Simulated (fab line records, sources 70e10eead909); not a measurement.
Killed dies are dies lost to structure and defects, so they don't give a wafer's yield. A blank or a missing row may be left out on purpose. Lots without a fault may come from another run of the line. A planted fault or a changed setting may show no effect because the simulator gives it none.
Chamber matching | flow nand_harc | NHARC_P_GATE_DESCUM_31 on rie_diel-10: 3 sister chambers
The step chemistry O2, time 3 s. 18 wafers are shown with their chamber, then 5 later ones without.

WAFERS WITH THEIR CHAMBER
wafer  | chamber | showerhead_plenum_p_Torr (Torr) | drypump_motor_current_A (A) | oes_product_au (a.u.)
L074.3 | 0       | 1.96                            | 5.3                         | 1.008
L074.4 | 1       | 2.02                            | 5.4                         | 1.009
L074.6 | 1       | 2.01                            | 5.4                         | 1.006
L075.1 | 2       | 1.81                            | 5.7                         | 0.997
L075.4 | 0       | 1.96                            | 5.4                         | 0.991
L075.6 | 1       | 2.01                            | 5.4                         | 1.015
L076.2 | 1       | 2.01                            | 5.4                         | 1.017
L076.3 | 0       | 1.96                            | 5.3                         | 1.014
L076.6 | 2       | 1.81                            | 5.7                         | 1.006
L077.1 | 1       | 2.01                            | 5.4                         | 1.001
L077.4 | 2       | 1.81                            | 5.7                         | 0.997
L077.6 | 1       | 2.01                            | 5.4                         | 1.000
L081.1 | 1       | 2.01                            | 5.3                         | 1.009
L081.2 | 2       | 1.80                            | 5.7                         | 1.004
L081.5 | 0       | 1.95                            | 5.4                         | 1.006
L083.1 | 2       | 1.80                            | 5.7                         | 1.011
L083.4 | 0       | 1.95                            | 5.4                         | 1.002
L083.5 | 2       | 1.80                            | 5.7                         | 0.999

SIGNATURES (means of the wafers above)
reading                  | chamber 0 | chamber 1 | chamber 2 | scatter within a chamber
showerhead_plenum_p_Torr | 1.9560    | 2.0114    | 1.8050    | 0.00487
drypump_motor_current_A  | 5.360     | 5.386     | 5.700     | 0.037
oes_product_au           | 1.00420   | 1.00814   | 1.00233   | 0.00684
Rule: a wafer's distance from a chamber is the root of the sum, over the readings, of the square of ((its reading less the chamber's mean) divided by the reading's scatter). The wafer belongs to the nearest chamber; if the next one is less than 2 further off, it can't be placed. The scatter: the root of (the sum of the squares of (reading less its chamber's mean) over the shown wafers, divided by (wafers less chambers)).

WAFERS WITHOUT THEIR CHAMBER
wafer  | showerhead_plenum_p_Torr (Torr) | drypump_motor_current_A (A) | oes_product_au (a.u.)
L087.3 | 2.01                            | 5.4                         | 1.009
L087.5 | 1.80                            | 5.7                         | 1.018
L092.3 | 2.00                            | 5.4                         | 0.999
L096.1 | 1.80                            | 5.7                         | 0.998
L096.3 | 2.00                            | 5.4                         | 1.004

WHICH CHAMBER EACH WENT THROUGH
wafer  | from the rows above | in truth
L087.3 | 1                   | 1
L087.5 | 2                   | 2
L092.3 | 1                   | 1
L096.1 | 2                   | 2
L096.3 | 1                   | 1
Placed correctly: 5 of 5. Can't be placed from these rows: 0. Placed wrongly: 0.
